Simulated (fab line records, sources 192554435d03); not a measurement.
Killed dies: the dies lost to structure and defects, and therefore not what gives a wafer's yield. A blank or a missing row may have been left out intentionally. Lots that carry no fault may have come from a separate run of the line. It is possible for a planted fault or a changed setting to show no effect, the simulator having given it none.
What tool caused it? || flow n5-finfet || 9 lots with 27 wafers sampled at 6 steps, on a route of 1938 steps

WHAT EACH GAUGE READ, for each wafer
N5_BEOL_M4_RC_MEAS_101. Usual: DIBL_N 36.3 mV/V, standard deviation 1.8; DIBL_P 36.5 mV/V, standard deviation 2.1; IOFF_N 0.16 nA/um, standard deviation 0.031; IOFF_P 0.22 nA/um, standard deviation 0.038; ION_N 677 uA/um, standard deviation 12; ION_P 466 uA/um, standard deviation 7.8; SS_N 71.5 mV/dec, standard deviation 0.61; SS_P 73.2 mV/dec, standard deviation 0.7; VT_N 249 mV, standard deviation 3; VT_P -248.9 mV, standard deviation 3.
{"lot": "L291", "measured": "day 8 17:48", "on": "prober-02", "DIBL_N (mV/V)": "32.9 38.3 37.4", "DIBL_P (mV/V)": "32.6 39.2 38.4", "IOFF_N (nA/um)": "0.10 0.17 0.18", "IOFF_P (nA/um)": "0.14 0.22 0.21", "ION_N (uA/um)": "663 668 686", "ION_P (uA/um)": "462 453 469", "SS_N (mV/dec)": "70.6 72.1 71.9", "SS_P (mV/dec)": "72.1 73.9 72.8", "VT_N (mV)": "254 249 249", "VT_P (mV)": "-253.9 -248.2 -249.4", "flag": ""}
{"lot": "L292", "measured": "day 9 08:14", "on": "prober-02", "DIBL_N (mV/V)": "38.2 36.2 39.2", "DIBL_P (mV/V)": "38.6 36.3 38.9", "IOFF_N (nA/um)": "0.20 0.17 0.22", "IOFF_P (nA/um)": "0.24 0.20 0.27", "ION_N (uA/um)": "693 688 691", "ION_P (uA/um)": "464 462 466", "SS_N (mV/dec)": "72.0 71.4 72.4", "SS_P (mV/dec)": "73.6 72.0 73.8", "VT_N (mV)": "247 250 244", "VT_P (mV)": "-246.9 -250.2 -246.2", "flag": ""}
{"lot": "L299", "measured": "day 10 18:19", "on": "prober-02", "DIBL_N (mV/V)": "34.3 34.2 34.7", "DIBL_P (mV/V)": "34.6 35.0 35.8", "IOFF_N (nA/um)": "0.14 0.15 0.14", "IOFF_P (nA/um)": "0.21 0.21 0.21", "ION_N (uA/um)": "661 677 662", "ION_P (uA/um)": "460 472 460", "SS_N (mV/dec)": "71.6 71.1 72.2", "SS_P (mV/dec)": "73.9 73.3 73.0", "VT_N (mV)": "251 250 252", "VT_P (mV)": "-247.7 -246.4 -247.3", "flag": ""}
{"lot": "L301", "measured": "day 11 08:43", "on": "prober-02", "DIBL_N (mV/V)": "35.6 35.2 36.9", "DIBL_P (mV/V)": "34.6 34.5 36.5", "IOFF_N (nA/um)": "0.15 0.15 0.18", "IOFF_P (nA/um)": "0.21 0.21 0.25", "ION_N (uA/um)": "664 675 675", "ION_P (uA/um)": "460 466 463", "SS_N (mV/dec)": "70.8 70.6 71.5", "SS_P (mV/dec)": "72.6 73.3 73.8", "VT_N (mV)": "251 250 248", "VT_P (mV)": "-247.7 -248.2 -245.0", "flag": ""}
{"lot": "L306", "measured": "day 12 03:20", "on": "prober-01", "DIBL_N (mV/V)": "36.0 35.6 37.9", "DIBL_P (mV/V)": "35.1 34.4 37.3", "IOFF_N (nA/um)": "0.14 0.13 0.18", "IOFF_P (nA/um)": "0.21 0.20 0.24", "ION_N (uA/um)": "665 664 685", "ION_P (uA/um)": "461 459 462", "SS_N (mV/dec)": "70.5 71.0 71.1", "SS_P (mV/dec)": "71.8 72.4 73.0", "VT_N (mV)": "251 253 249", "VT_P (mV)": "-251.0 -252.6 -247.0", "flag": ""}
{"lot": "L310", "measured": "day 13 12:35", "on": "prober-02", "DIBL_N (mV/V)": "33.1 34.5 35.5", "DIBL_P (mV/V)": "33.0 34.4 35.7", "IOFF_N (nA/um)": "0.12 0.14 0.16", "IOFF_P (nA/um)": "0.19 0.21 0.23", "ION_N (uA/um)": "661 685 669", "ION_P (uA/um)": "466 470 469", "SS_N (mV/dec)": "70.7 70.8 70.9", "SS_P (mV/dec)": "71.9 73.4 72.7", "VT_N (mV)": "255 251 248", "VT_P (mV)": "-247.7 -247.6 -248.0", "flag": ""}
{"lot": "L311", "measured": "day 13 19:41", "on": "prober-02", "DIBL_N (mV/V)": "32.2 32.5 33.8", "DIBL_P (mV/V)": "32.2 32.5 33.8", "IOFF_N (nA/um)": "0.10 0.11 0.12", "IOFF_P (nA/um)": "0.15 0.15 0.17", "ION_N (uA/um)": "641 671 650", "ION_P (uA/um)": "449 462 453", "SS_N (mV/dec)": "70.8 70.4 70.7", "SS_P (mV/dec)": "72.1 72.4 72.5", "VT_N (mV)": "256 255 253", "VT_P (mV)": "-254.0 -252.8 -252.0", "flag": ""}
{"lot": "L313", "measured": "day 14 01:23", "on": "prober-01", "DIBL_N (mV/V)": "34.1 34.1 38.3", "DIBL_P (mV/V)": "35.5 34.8 40.8", "IOFF_N (nA/um)": "0.14 0.14 0.23", "IOFF_P (nA/um)": "0.20 0.19 0.31", "ION_N (uA/um)": "680 661 698", "ION_P (uA/um)": "469 457 477", "SS_N (mV/dec)": "71.8 71.4 71.7", "SS_P (mV/dec)": "72.6 72.4 73.5", "VT_N (mV)": "250 249 245", "VT_P (mV)": "-250.0 -249.1 -246.5", "flag": ""}
{"lot": "L312", "measured": "day 14 04:28", "on": "prober-01", "DIBL_N (mV/V)": "36.1 36.2 36.2", "DIBL_P (mV/V)": "36.8 36.5 37.3", "IOFF_N (nA/um)": "0.17 0.16 0.16", "IOFF_P (nA/um)": "0.23 0.23 0.25", "ION_N (uA/um)": "682 682 683", "ION_P (uA/um)": "469 475 467", "SS_N (mV/dec)": "71.8 71.7 71.4", "SS_P (mV/dec)": "73.2 72.9 73.1", "VT_N (mV)": "248 248 249", "VT_P (mV)": "-249.1 -246.7 -244.5", "flag": ""}

N5_BEOL_M15_THK_MEAS_50: measures by xrf. Usual: M15_THK 852 nm, standard deviation 25.
{"lot": "L291", "measured": "day 12 20:53", "on": "film-metro-02", "M15_THK (nm)": "891 887 822", "flag": ""}
{"lot": "L292", "measured": "day 13 09:36", "on": "film-metro-01", "M15_THK (nm)": "874 823 880", "flag": ""}
{"lot": "L299", "measured": "day 14 20:50", "on": "film-metro-02", "M15_THK (nm)": "844 883 881", "flag": ""}
{"lot": "L301", "measured": "day 15 08:40", "on": "film-metro-02", "M15_THK (nm)": "902 856 852", "flag": ""}
{"lot": "L306", "measured": "day 15 15:18", "on": "film-metro-02", "M15_THK (nm)": "899 857 896", "flag": ""}
{"lot": "L310", "measured": "day 17 08:10", "on": "film-metro-01", "M15_THK (nm)": "896 829 882", "flag": ""}
{"lot": "L311", "measured": "day 17 22:48", "on": "film-metro-01", "M15_THK (nm)": "878 885 873", "flag": ""}
{"lot": "L313", "measured": "day 18 04:43", "on": "film-metro-01", "M15_THK (nm)": "811 898 813", "flag": ""}
{"lot": "L312", "measured": "day 17 22:33", "on": "film-metro-02", "M15_THK (nm)": "803 838 843", "flag": ""}

N5_BEOL_M15_RS_MEAS_54: measurement is done with a four-point probe. Usual: M15_RS 0.0219 ohm/sq, standard deviation 0.00062.
{"lot": "L291", "measured": "day 12 21:01", "on": "film-metro-02", "M15_RS (ohm/sq)": "0.0210 0.0212 0.0229", "flag": ""}
{"lot": "L292", "measured": "day 13 09:46", "on": "film-metro-01", "M15_RS (ohm/sq)": "0.0210 0.0225 0.0210", "flag": ""}
{"lot": "L299", "measured": "day 14 20:58", "on": "film-metro-02", "M15_RS (ohm/sq)": "0.0218 0.0208 0.0210", "flag": ""}
{"lot": "L301", "measured": "day 15 08:47", "on": "film-metro-01", "M15_RS (ohm/sq)": "0.0206 0.0218 0.0219", "flag": ""}
{"lot": "L306", "measured": "day 15 15:26", "on": "film-metro-02", "M15_RS (ohm/sq)": "0.0207 0.0218 0.0208", "flag": ""}
{"lot": "L310", "measured": "day 17 08:20", "on": "film-metro-02", "M15_RS (ohm/sq)": "0.0208 0.0224 0.0211", "flag": ""}
{"lot": "L311", "measured": "day 17 22:56", "on": "film-metro-02", "M15_RS (ohm/sq)": "0.0214 0.0212 0.0215", "flag": ""}
{"lot": "L313", "measured": "day 18 04:50", "on": "film-metro-01", "M15_RS (ohm/sq)": "0.0230 0.0208 0.0229", "flag": ""}
{"lot": "L312", "measured": "day 17 22:40", "on": "film-metro-02", "M15_RS (ohm/sq)": "0.0232 0.0223 0.0222", "flag": ""}

WHAT TOOL EACH LOT RAN ON (gives the tool, then ch and the chambers of the sampled wafers, and finally the start)
{"lot": "L291", "N5_BEOL_M15_STRIP_62": "rie-diel-04 ch 0,1,2, day 12 19:46 or earlier", "N5_BEOL_M15_SPUTTER_43": "pvd-sputter-01, day 12 19:46", "N5_BEOL_M15_CMP_49": "cmp-03 ch 1,2,3, day 12 20:38"}
{"lot": "L292", "N5_BEOL_M15_STRIP_62": "rie-diel-06 ch 2,3, day 13 08:29 or earlier", "N5_BEOL_M15_SPUTTER_43": "pvd-sputter-01, day 13 08:29", "N5_BEOL_M15_CMP_49": "cmp-03 ch 0,1,3, day 13 09:19"}
{"lot": "L299", "N5_BEOL_M15_STRIP_62": "rie-diel-04 ch 0,2,3, day 14 19:07 or earlier", "N5_BEOL_M15_SPUTTER_43": "pvd-sputter-02, day 14 19:07", "N5_BEOL_M15_CMP_49": "cmp-03 ch 0,1,3, day 14 20:32"}
{"lot": "L301", "N5_BEOL_M15_STRIP_62": "rie-diel-04 ch 0,3, day 15 07:33 or earlier", "N5_BEOL_M15_SPUTTER_43": "pvd-sputter-03, day 15 07:33", "N5_BEOL_M15_CMP_49": "cmp-03 ch 1,2,3, day 15 08:24"}
{"lot": "L306", "N5_BEOL_M15_STRIP_62": "rie-diel-04 ch 1,2,3, day 15 14:11 or earlier", "N5_BEOL_M15_SPUTTER_43": "pvd-sputter-01, day 15 14:11", "N5_BEOL_M15_CMP_49": "cmp-03 ch 2,3, day 15 15:01"}
{"lot": "L310", "N5_BEOL_M15_STRIP_62": "rie-diel-04 ch 0,3, day 17 06:58 or earlier", "N5_BEOL_M15_SPUTTER_43": "pvd-sputter-01, day 17 06:58", "N5_BEOL_M15_CMP_49": "cmp-04 ch 0,2,3, day 17 07:55"}
{"lot": "L311", "N5_BEOL_M15_STRIP_62": "rie-diel-06 ch 1,2, day 17 20:58 or earlier", "N5_BEOL_M15_SPUTTER_43": "pvd-sputter-01, day 17 20:58", "N5_BEOL_M15_CMP_49": "cmp-04 ch 0,3, day 17 22:31"}
{"lot": "L313", "N5_BEOL_M15_STRIP_62": "rie-diel-06 ch 1,2, day 18 03:18 or earlier", "N5_BEOL_M15_SPUTTER_43": "pvd-sputter-01, day 18 03:18", "N5_BEOL_M15_CMP_49": "cmp-01 ch 0,1,3, day 18 04:29"}
{"lot": "L312", "N5_BEOL_M15_STRIP_62": "rie-diel-06 ch 0,1,3, day 17 20:53 or earlier", "N5_BEOL_M15_SPUTTER_43": "pvd-sputter-02, day 17 20:53", "N5_BEOL_M15_CMP_49": "cmp-03 ch 0,3, day 17 22:15"}
- N5_BEOL_M15_STRIP_62: strips in O2.
- N5_BEOL_M15_SPUTTER_43: material TaN, target thk 15 nm, time 24.19 s.
- N5_BEOL_M15_CMP_49: polishes, stops on SiO2, t overpolish 4.9 s, target thk 850 nm.

WHAT THE TOOLS THEMSELVES READ (means of the sampled wafers that have a number; where no wafer has one, the mark that the record gives instead)
N5_BEOL_M15_STRIP_62. Usual: drypump-motor-current-A 5.9 A, standard deviation 0.4; oes-product-au 0.79 a.u., standard deviation 0.094; rf-vpp-V 3.7 V, standard deviation 0.49; showerhead-plenum-p-Torr 2.11 Torr, standard deviation 0.054; throttle-valve-pct 16.68 %, standard deviation 0.25.
{"lot": "L291", "tool": "rie-diel-04", "drypump-motor-current-A (A)": 6.3, "oes-product-au (a.u.)": 0.83, "rf-vpp-V (V)": 3.7, "showerhead-plenum-p-Torr (Torr)": 2.14, "throttle-valve-pct (%)": 16.51, "flag": ""}
{"lot": "L292", "tool": "rie-diel-06", "drypump-motor-current-A (A)": 5.8, "oes-product-au (a.u.)": 0.72, "rf-vpp-V (V)": 3.4, "showerhead-plenum-p-Torr (Torr)": 1.99, "throttle-valve-pct (%)": 16.90, "flag": ""}
{"lot": "L299", "tool": "rie-diel-04", "drypump-motor-current-A (A)": 5.9, "oes-product-au (a.u.)": 0.81, "rf-vpp-V (V)": 3.1, "showerhead-plenum-p-Torr (Torr)": 2.14, "throttle-valve-pct (%)": 16.66, "flag": ""}
{"lot": "L301", "tool": "rie-diel-04", "drypump-motor-current-A (A)": 5.8, "oes-product-au (a.u.)": 0.77, "rf-vpp-V (V)": 3.8, "showerhead-plenum-p-Torr (Torr)": 2.13, "throttle-valve-pct (%)": 16.60, "flag": ""}
{"lot": "L306", "tool": "rie-diel-04", "drypump-motor-current-A (A)": 6.1, "oes-product-au (a.u.)": 0.77, "rf-vpp-V (V)": 3.7, "showerhead-plenum-p-Torr (Torr)": 2.15, "throttle-valve-pct (%)": 16.79, "flag": ""}
{"lot": "L310", "tool": "rie-diel-04", "drypump-motor-current-A (A)": 5.6, "oes-product-au (a.u.)": 0.73, "rf-vpp-V (V)": 3.4, "showerhead-plenum-p-Torr (Torr)": 2.14, "throttle-valve-pct (%)": 16.87, "flag": ""}
{"lot": "L311", "tool": "rie-diel-06", "drypump-motor-current-A (A)": 5.4, "oes-product-au (a.u.)": 0.72, "rf-vpp-V (V)": 4.0, "showerhead-plenum-p-Torr (Torr)": 2.04, "throttle-valve-pct (%)": 16.79, "flag": ""}
{"lot": "L313", "tool": "rie-diel-06", "drypump-motor-current-A (A)": 5.4, "oes-product-au (a.u.)": 0.70, "rf-vpp-V (V)": 4.0, "showerhead-plenum-p-Torr (Torr)": 2.06, "throttle-valve-pct (%)": 16.84, "flag": ""}
{"lot": "L312", "tool": "rie-diel-06", "drypump-motor-current-A (A)": 5.6, "oes-product-au (a.u.)": 0.88, "rf-vpp-V (V)": 3.3, "showerhead-plenum-p-Torr (Torr)": 2.13, "throttle-valve-pct (%)": 16.71, "flag": ""}

N5_BEOL_M15_SPUTTER_43. Usual: bias-v 168.6 V, standard deviation 1.7; cathode-dc-power-W 15000 W, standard deviation 3.1; throttle-valve-pct 30.2 %, standard deviation 0.89.
{"lot": "L291", "tool": "pvd-sputter-01", "bias-v (V)": 168.3, "cathode-dc-power-W (W)": 15002, "throttle-valve-pct (%)": 30.8, "flag": ""}
{"lot": "L292", "tool": "pvd-sputter-01", "bias-v (V)": 168.8, "cathode-dc-power-W (W)": 15002, "throttle-valve-pct (%)": 30.7, "flag": ""}
{"lot": "L299", "tool": "pvd-sputter-02", "bias-v (V)": 168.9, "cathode-dc-power-W (W)": 15002, "throttle-valve-pct (%)": 30.1, "flag": ""}
{"lot": "L301", "tool": "pvd-sputter-03", "bias-v (V)": "-", "cathode-dc-power-W (W)": "-", "throttle-valve-pct (%)": "-", "flag": "OFF"}
{"lot": "L306", "tool": "pvd-sputter-01", "bias-v (V)": "-", "cathode-dc-power-W (W)": "-", "throttle-valve-pct (%)": "-", "flag": "OFF"}
{"lot": "L310", "tool": "pvd-sputter-01", "bias-v (V)": 168.0, "cathode-dc-power-W (W)": 15003, "throttle-valve-pct (%)": 30.5, "flag": ""}
{"lot": "L311", "tool": "pvd-sputter-01", "bias-v (V)": 166.7, "cathode-dc-power-W (W)": 15003, "throttle-valve-pct (%)": 30.2, "flag": ""}
{"lot": "L313", "tool": "pvd-sputter-01", "bias-v (V)": 167.6, "cathode-dc-power-W (W)": 15002, "throttle-valve-pct (%)": 30.2, "flag": ""}
{"lot": "L312", "tool": "pvd-sputter-02", "bias-v (V)": 168.7, "cathode-dc-power-W (W)": 15000, "throttle-valve-pct (%)": 29.6, "flag": ""}

N5_BEOL_M15_CMP_49. Usual: barrier-field-endpoint-s 11.3 s, standard deviation 0.3; motor-current-A 8.4 A, standard deviation 0.9; platen-rpm 80.00 rpm, standard deviation 0.053.
{"lot": "L291", "tool": "cmp-03", "barrier-field-endpoint-s (s)": 11.3, "motor-current-A (A)": 8.6, "platen-rpm (rpm)": 79.98, "flag": ""}
{"lot": "L292", "tool": "cmp-03", "barrier-field-endpoint-s (s)": 11.2, "motor-current-A (A)": 8.4, "platen-rpm (rpm)": 80.07, "flag": ""}
{"lot": "L299", "tool": "cmp-03", "barrier-field-endpoint-s (s)": 11.0, "motor-current-A (A)": 8.5, "platen-rpm (rpm)": 80.00, "flag": ""}
{"lot": "L301", "tool": "cmp-03", "barrier-field-endpoint-s (s)": 5.4, "motor-current-A (A)": 8.8, "platen-rpm (rpm)": 79.99, "flag": "OFF"}
{"lot": "L306", "tool": "cmp-03", "barrier-field-endpoint-s (s)": 5.4, "motor-current-A (A)": 8.7, "platen-rpm (rpm)": 79.96, "flag": "OFF"}
{"lot": "L310", "tool": "cmp-04", "barrier-field-endpoint-s (s)": 11.3, "motor-current-A (A)": 8.5, "platen-rpm (rpm)": 80.02, "flag": ""}
{"lot": "L311", "tool": "cmp-04", "barrier-field-endpoint-s (s)": 11.2, "motor-current-A (A)": 8.9, "platen-rpm (rpm)": 80.01, "flag": ""}
{"lot": "L313", "tool": "cmp-01", "barrier-field-endpoint-s (s)": 11.6, "motor-current-A (A)": 8.2, "platen-rpm (rpm)": 79.93, "flag": ""}
{"lot": "L312", "tool": "cmp-03", "barrier-field-endpoint-s (s)": 11.7, "motor-current-A (A)": 8.1, "platen-rpm (rpm)": 80.02, "flag": ""}

THE ANSWER, worked out from the rows above alone
Rule: lot off if the mean of its wafers having a number is beyond 3 standard deviations from the usual mean. Also off: a lot with no number at a reading for which 4 or more lots have one. Where the step has rows for the other lots, those lots are counted as sound. Order of review: gauges by route order, followed by the tools' own readings, for which a lot's mean as printed above is used. At the first step where some lot is off, the reading lying furthest off is the one used; lots without a number count as furthest.
Off: L301, L306, at N5_BEOL_M15_SPUTTER_43 (bias-v). Without a number there: L301, L306.
A tool fits if, at that step or a process step before it, it ran every lot that is off, and no sound lot after the first of them. N5_BEOL_M15_STRIP_62: start missing for some lots; hours and lot order therefore follow N5_BEOL_M15_SPUTTER_43. Of those tried, none fits.

WHAT WAS PUT IN BY THE SIMULATOR
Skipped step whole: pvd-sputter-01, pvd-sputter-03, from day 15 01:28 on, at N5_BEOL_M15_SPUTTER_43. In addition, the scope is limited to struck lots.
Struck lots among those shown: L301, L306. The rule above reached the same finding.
